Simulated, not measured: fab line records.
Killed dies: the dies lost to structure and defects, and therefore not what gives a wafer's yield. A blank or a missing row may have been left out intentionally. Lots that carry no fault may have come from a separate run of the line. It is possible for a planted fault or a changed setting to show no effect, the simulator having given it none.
A struck lot beside a sound one ; flow n5Finfet ; 41 out of 1938 route steps
Sound: the wafers L674.1, L674.3, L674.4. Struck: wafer L682.4. (L682.2, L682.3 of the same lot were not struck and are left out.) The cause comes at the end.
At each step with rows: each side's tool, then ch and its chambers, then its first start. Under that, the readings that differ: sound wafers ; struck wafers ; difference of the means ; sigmas: that difference in standard deviations of wafers without a fault.
alike: readings whose means differ by less than 2 such deviations, and words and numbers that are the same on both sides. not compared: withheld readings, readings that some wafer has no value for, bounds like >300 that may hide the same value, and numbers for which the record gives no deviation and whose values overlap.
Wherever a step has rows on one side only, a row that says differs or no value, or a row with sigmas, the two part there. Numbers that don't overlap but have no deviation are shown without sigmas and don't part them. A reading that every wafer of one side lacks parts them only if that side has two wafers or more.

N5_BEOL_M2_CD_MEAS_35: target cd 18 nm, target cd y 22.2 nm.
  sound: cdSem-03 at day 7 15:36; struck: cdSem-03 at day 9 07:34
  alike: cdNm
N5_BEOL_M2_DEGAS_44: time 60 s.
  sound: pvdSputter-02 at day 7 16:13; struck: pvdSputter-02 at day 9 08:04
  alike: heaterPowerW
N5_BEOL_M2_PRE_CLEAN_45: time 30 s.
  sound: pvdSputter-02 at day 7 16:16; struck: pvdSputter-02 at day 9 08:07
  alike: heaterPowerW
then, 9 steps without rows for these wafers: N5_BEOL_M2_ALD_84 (deposits TaN, pulse time 2 s, purge time 3 s, co reactant purge time 2 s); N5_BEOL_M2_SURFACE_TREAT_85; N5_BEOL_M2_CVD_47 (deposits Co from CCTBA/H2, target thk 3 nm, time 223.8 s); N5_BEOL_M2_SPUTTER_48 (material Cu, target thk 4.5 nm, time 8.29 s); N5_BEOL_M2_ANNEAL_49 (time 240 s); N5_BEOL_M2_SPUTTER_79 (material Cu, target thk 4.5 nm, time 8.29 s); N5_BEOL_M2_ANNEAL_80 (time 240 s); N5_BEOL_M2_SPUTTER_81 (material Cu, target thk 4.5 nm, time 8.29 s); N5_BEOL_M2_ANNEAL_82 (time 240 s).
N5_BEOL_M2_SPUTTER_86: material Cu, target thk 4.5 nm, time 8.29 s.
  sound: pvdSputter-02 at day 7 17:36; struck: pvdSputter-02 at day 9 09:22
  alike: substrateTempC, throttleValvePct
then, 7 steps without rows for these wafers: N5_BEOL_M2_ANNEAL_87 (time 240 s); N5_BEOL_M2_SPUTTER_88 (material Cu, target thk 4.5 nm, time 8.29 s); N5_BEOL_M2_ANNEAL_89 (time 240 s); N5_BEOL_M2_SPUTTER_90 (material Cu, target thk 4.5 nm, time 8.29 s); N5_BEOL_M2_ANNEAL_91 (time 240 s); N5_BEOL_M2_SPUTTER_92 (material Cu, target thk 4.5 nm, time 8.29 s); N5_BEOL_M2_ANNEAL_93 (time 240 s).
N5_BEOL_M2_SPUTTER_94: material Cu, target thk 4.5 nm, time 8.29 s.
  sound: pvdSputter-02 at day 7 18:29; struck: pvdSputter-02 at day 9 10:15
  alike: substrateTempC, throttleValvePct
then, 3 steps without rows for these wafers: N5_BEOL_M2_ANNEAL_95 (time 240 s); N5_BEOL_M2_SPUTTER_96 (material Cu, target thk 4.5 nm, time 8.29 s); N5_BEOL_M2_ECD_50 (material Cu, target thk 300 nm).
N5_BEOL_M2_ANNEAL_51: time 90 s.
  sound on rtpAnneal-02 ch 0, day 7 18:54; struck on rtpAnneal-01 ch 0, day 9 10:43
  alike: wafer_temp_C_max
then, 1 step without rows for these wafers: N5_BEOL_M2_CMP_52 (polishes, stops on SiOC, t overpolish 6.8 s, target thk 40 nm).
N5_BEOL_M2_PRE_CLEAN_60: time 15 s.
  sound on cvdCo-02 ch 0,1, day 7 19:31; struck on cvdCo-01 ch 1, day 9 11:17
  alike: heaterPowerW
  not compared: sinceWetCleanH
then, 3 steps without rows for these wafers: N5_BEOL_M2_CO_CAP_55 (material Co, precursor CCTBA/H2, target thk 2 nm, time 102.1 s); N5_BEOL_M2_PRE_CLEAN_56 (time 15 s); N5_BEOL_M2_DEP_57 (deposits SiCN from 3MS/NH3, target thk 8 nm, time 14 s).
N5_BEOL_M2_RS_MEAS_58: measurement is done with a four-point probe.
  sound: filmMetro-02 at day 7 19:45; struck: filmMetro-01 at day 9 11:31
  alike: M2_RS
then, 1 step without rows for these wafers: N5_BEOL_M3_ILD_DEP_00 (deposits SiOC from DEMS/O2, target thk 79 nm, time 15.3 s).
N5_BEOL_M3_THK_MEAS_01:
  sound: filmMetro-02 at day 7 19:53; struck: filmMetro-01 at day 9 11:40
  alike: M3_ILD_THK
then, 7 steps without rows for these wafers: N5_BEOL_M3_PECVD_72 (deposits SiO2 from TEOS/O2, target thk 16 nm, time 18 s); N5_BEOL_M3_HM_DEP_02 (deposits TiN, target thk 20 nm); N5_BEOL_M3_COAT_61 (time 60 s, resist thk 60 nm); N5_BEOL_M3_COAT_62 (time 60 s, resist thk 12 nm); N5_BEOL_M3_COAT_73 (time 60 s, resist thk 5 nm); N5_BEOL_M3_COAT_05 (resist thk 30 nm); N5_BEOL_M3_EBR_07.
-- record jumps: 6 days separate the struck wafers' starts on either side; left off in module BEOL_M3, taken up again in module PASSIVATION, whose first shown step is the route's number 1936 --
N5_PASSIVATION_PROBE_49:
  only the struck wafers here have rows in the record (prober-02, day 15 00:55); the sound ones have none

## WHERE THEY PART
Only at N5_PASSIVATION_PROBE_49, within this record.

WHY: what the simulator had put in
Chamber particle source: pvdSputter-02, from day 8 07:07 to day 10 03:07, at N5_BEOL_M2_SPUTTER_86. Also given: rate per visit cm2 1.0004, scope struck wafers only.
